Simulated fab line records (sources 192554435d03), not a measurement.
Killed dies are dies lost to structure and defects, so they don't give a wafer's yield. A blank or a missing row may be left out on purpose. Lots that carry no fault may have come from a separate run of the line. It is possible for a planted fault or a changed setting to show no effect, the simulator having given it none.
Problem report, 8D (eight disciplines) form, completed by code	flow n5 finfet	the parts of the form that need people (team, actions taken, sign-off) are left out

== 1. WHAT IS WRONG ==
Mean of spin speed rpm at N5_BEOL_M3_COAT_62: 1448.1 rpm across 6 wafers in 2 lots; on wafers with no fault it is 1499.8 rpm (standard deviation 1.3). That is -40 standard deviations from the usual mean.
The step: time 60 s, resist thk 12 nm.
First observed at day 12 04:04: wafer L662.4, on litho track-05. The record has a number at this step for 12 wafers belonging to 4 lots. Rule for "out", or "out of limits": more than 4 standard deviations from the usual mean. The rest of the wafers with a number are treated as sound.

== 2. WHAT THIS IS AND IS NOT ==
question	is	is not
which readings at this step	spin speed rpm	-
which lots	L662, L664	L655, L665
which wafers of those lots	all that have a number	-
read on which tools	litho track-05	litho track-04
when	from day 12 04:04	up to then (3 sound wafers); but 3 sound wafers of L665 came after

== 3. WHAT RULES OUT EACH SUSPECT ==
Counting: a tool at any process step up to the reading remains a suspect when it ran all the lots that are out and ran no sound lot after the first of those.
- litho track-05 at N5_BEOL_M3_COAT_62 (time 60 s, resist thk 12 nm): kept. All lots that are out passed through it, beginning with L662 at day 12 04:04, and no sound lot followed; its final sound lot before that point was L655 at day 10 09:55. Its own spin speed rpm readings are out on those wafers.
The count leaves litho track-05 at N5_BEOL_M3_COAT_62.

== 4. THE CAUSE (what the simulator had put in) ==
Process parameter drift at N5_BEOL_M3_COAT_62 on litho track-05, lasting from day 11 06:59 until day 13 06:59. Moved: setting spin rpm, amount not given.
Counting left only this tool.

== 5. THE CHAIN OF EFFECTS, in route order ==
One row per reading whose mean, taken over the struck wafers that have a number, lies over 3 standard deviations from the usual. Only readings whose record carries a usual standard deviation are examined. hours: median over the lots of the time between each lot's start at the first step of this table that gives one and its start at this step. sigmas: the change, counted in usual standard deviations.
hours	step	reading	usual	on struck wafers	change	sigmas
0	N5_BEOL_M3_COAT_62	spin speed rpm	1499.8 rpm	1448.1	-51.7	-40
Process steps it contains:
- N5_BEOL_M3_COAT_62: time 60 s, resist thk 12 nm.
Later steps that measure or inspect, where all struck wafers having a row at the step show a number for every such reading and not one has moved that far: N5_BEOL_M4_RC_MEAS_101.

== 6. HOW IT WOULD HAVE BEEN CAUGHT EARLIER ==
In this record the first reading out of limits was taken at day 12 04:04, 21 hours after the fault began at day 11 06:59.
